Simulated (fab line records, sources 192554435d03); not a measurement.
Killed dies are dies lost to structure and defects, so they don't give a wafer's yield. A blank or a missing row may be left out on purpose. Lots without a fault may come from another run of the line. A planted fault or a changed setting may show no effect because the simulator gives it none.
A struck lot beside a sound one | flow n5_finfet | 24 steps out of a route of 1938
Sound: wafers L528.1, L528.4, L528.5. Struck: wafers L549.4, L549.5, L549.6. The cause comes at the end.
At each step with rows: each side's tool, then ch and its chambers, then its first start. Under that, the readings that differ: sound wafers | struck wafers | difference of the means | sigmas: that difference in standard deviations of wafers without a fault.
alike: readings whose means differ by less than 2 such deviations, and words and numbers that are the same on both sides. not compared: withheld readings, readings that some wafer has no value for, bounds like >300 that may hide the same value, and numbers for which the record gives no deviation and whose values overlap.
The two part at a step that has a row with sigmas, a row that says differs or no value, or rows on one side only. Numbers that don't overlap but have no deviation are shown without sigmas and don't part them. A reading that every wafer of one side lacks parts them only if that side has two wafers or more.

first, 9 steps without rows for these wafers: N5_SDB_CMP_30 (polishes, stops on poly-Si, t overpolish 1.54 s, target thk 30 nm); N5_DUMMY_REMOVAL_HM_STRIP_01 (strips SiNx in CH3F/O2, stops on poly-Si, target depth 4 nm, time 6.8 s); N5_DUMMY_REMOVAL_STRIP_10 (strips in N2/H2, time 40 s); N5_DUMMY_REMOVAL_PRECLEAN_07 (cleans in dHF, time 30 s); N5_DUMMY_REMOVAL_DUMMY_REMOVE_02 (chemistry TMAH, target poly-Si, stops on SiO2, target depth 142 nm, time 57 s, rinse time 30 s); N5_DUMMY_REMOVAL_PRECLEAN_08 (cleans in NF3:NH3, afs cycles 2, time 20 s, sublimation time 60 s); N5_DUMMY_REMOVAL_PRECLEAN_04 (cleans in DHF, time 37 s); N5_DUMMY_REMOVAL_SRD_05 (time 30 s); N5_HKMG_FIN_IL_REGROW_00 (material SiO2, chemistry O3, target thk 0.75 nm, time 30 s).
N5_HKMG_FIN_HK_ALD_01: deposits HfO2, target thk 1.6 nm, pulse time 3 s, purge time 3 s.
  sound on ald_hk-01 ch 0,2,3, day 4 05:47; struck on ald_hk-01 ch 0,2,3, day 9 13:19
  alike: precursor_pulse_height_rel
then, 11 steps without rows for these wafers: N5_HKMG_FIN_HK_ANNEAL_02 (time 30 s); N5_HKMG_FIN_ALD_74 (deposits La2O3, target thk 0.5 nm, pulse time 6 s, co reactant pulse time 1 s); N5_HKMG_FIN_ALD_75 (deposits Al2O3, target thk 1 nm, co reactant pulse time 1 s); N5_HKMG_FIN_COAT_41 (time 60 s, resist thk 300 nm); N5_HKMG_FIN_COAT_42 (time 60 s, resist thk 35 nm); N5_HKMG_FIN_COAT_43 (resist thk 90 nm); N5_HKMG_FIN_EBR_45; N5_HKMG_FIN_SOFTBAKE_44 (time 60 s); N5_HKMG_FIN_EXPOSE_46 (exposes mask NDIPOLE); N5_HKMG_FIN_PEB_47 (peb time 60 s); N5_HKMG_FIN_DEVELOP_48 (develop time 30 s).
N5_HKMG_FIN_INSPECT_61: inspects for defects (macro).
  sound on defect_inspect-02, day 4 06:47; struck on defect_inspect-01, day 9 14:22
  reading          | sound | struck         | difference | sigmas
  raw_defect_count | 2 1 3 | >300 >300 >300 | differs    |
then, 1 step without rows for these wafers: N5_HKMG_FIN_DESCUM_53 (chemistry O2, time 7.9 s).
-- the record jumps here: 9 days lie between the struck wafers' starts before and after (it left off in module HKMG_FIN and takes up again in module PASSIVATION, whose first step shown is number 1936 of the route) --
N5_PASSIVATION_PROBE_49:
  the record has rows for the struck wafers here (prober-02, day 18 03:44) and none for the sound ones

WHERE THEY PART
First at N5_HKMG_FIN_INSPECT_61; last, within this record, at N5_PASSIVATION_PROBE_49.

WHY: what the simulator had put in
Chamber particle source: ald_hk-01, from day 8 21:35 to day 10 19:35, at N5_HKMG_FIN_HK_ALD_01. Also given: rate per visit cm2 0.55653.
